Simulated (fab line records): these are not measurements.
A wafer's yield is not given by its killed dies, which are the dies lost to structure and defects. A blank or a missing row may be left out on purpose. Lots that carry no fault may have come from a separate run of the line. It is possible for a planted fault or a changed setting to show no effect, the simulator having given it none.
Struck lot and sound lot, side by side -- flow nandHarc -- 14 out of 1302 route steps
Sound: wafers L465.3, L465.4, L465.5. Struck: wafers L464.2, L464.4, L464.5. The cause comes at the end.
At each step with rows: each side's tool, then ch and its chambers, then its first start. Under that, the readings that differ: sound wafers -- struck wafers -- difference of the means -- sigmas: that difference in standard deviations of wafers without a fault.
alike: words and numbers the same on both sides, and readings whose means are apart by under 2 such deviations; not compared: readings that were withheld, readings missing a value for some wafer, numbers with overlapping values and no deviation given by the record, and bounds like >300 which may hide the same value.
A row with sigmas, a row that says differs or no value, or rows on one side alone: a step with any of these is where the two part. Numbers that have no deviation but don't overlap get no sigmas and don't part them. A reading missing from all wafers of one side parts the sides only when that side holds two or more wafers.

NHARC_A_BLC_PVD_32: deposits Ti, target thk 5 nm, time 17.7 s.
  sound on pvdSputter-02; struck on pvdSputter-02
  alike: substrateTempC, throttleValvePct
NHARC_A_BLC_ALD_23: deposits TiN, target thk 3 nm, pulse time 1 s, ald cycles 150.
  sound on aldMetal-03 ch 0,1,2, day 30 20:17; struck on aldMetal-04 ch 0,2,3, day 30 03:53
  alike: heaterPowerW, precursorPulseHeightRel
  not compared: sinceWetCleanH
NHARC_A_BLC_CVD_24: deposits W, target thk 150 nm, time 434 s.
  sound on cvdW-01 ch 0,1; struck on cvdW-01 ch 0,1
  alike: heaterPowerW, mfcArSccm, throttleValvePct
  not compared: sinceWetCleanH
NHARC_A_BLC_CMP_25: polishes, t overpolish 30 s, target thk 150 nm.
  sound on cmp-02 ch 1,2,3, day 30 20:59; struck on cmp-02 ch 0,1,3, day 30 04:38
  alike: motorCurrentA, overpolishRunS, timeToEndpointS
next, for these wafers, 1 step has no rows: NHARC_A_BLC_SRD_27.
NHARC_A_BLC_INSPECT_28:
  struck on defectInspect-01, day 30 05:02; sound on defectInspect-01, day 30 21:23
  alike: rawDefectCount
then, 5 steps without rows for these wafers: NHARC_A_M0_DEP_00 (deposits SiOC, target thk 150 nm); NHARC_A_M0_DEHYDRATE_01 (time 120 s); NHARC_A_M0_HMDS_02 (time 30 s); NHARC_A_M0_COAT_33 (time 65 s); NHARC_A_M0_COAT_03 (resist thk 90 nm).
NHARC_A_M0_SOFTBAKE_04: time 55 s.
  sound on lithoTrack-04 ch 0, day 30 21:00; struck on lithoTrack-01 ch 0, day 30 05:00
reading,sound,struck,difference,sigmas
heaterPowerTotalW (W),188.27 188.33 188.36,190.65 190.55 190.81,+2.35,+17
  alike: chillPlateTempC
next, for these wafers, 1 step has no rows: NHARC_A_M0_EBR_05.
NHARC_END_SORT_01:
  sound on prober-01 ch 0, day 32 19:28; struck on prober-01 ch 0, day 32 02:02
reading,sound,struck,difference,sigmas
defectLimitedYield (%),87.6 88.9 88.2,94.2 93.8 94.5,+5.9,+2
killedAtArray,71 63 71,32 33 25,-38,-2
killedDies,84 75 80,39 42 37,-40,-2
sort_bin_2_pct (%),4.7 4.3 3.5,1.8 1.9 1.5,-2.4,-2
sort_bin_4_pct (%),6.6 6.2 7.7,3.4 4.3 3.8,-3.0,-2
sortNPass,593 602 597,638 635 640,+40,+2
sortYieldPct (%),87.6 88.9 88.2,94.2 93.8 94.5,+5.9,+2
  alike: killedAtOther, killedAtPeriphery, killedOpen, killedShort, sort_bin_3_pct, sortRimYieldPct

== WHERE THEY PART ==
At NHARC_A_M0_SOFTBAKE_04 first; at NHARC_END_SORT_01 last (within this record only).

WHY: the cause the simulator had injected
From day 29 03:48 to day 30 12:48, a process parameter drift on lithoTrack-01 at NHARC_A_M0_SOFTBAKE_04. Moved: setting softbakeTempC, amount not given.
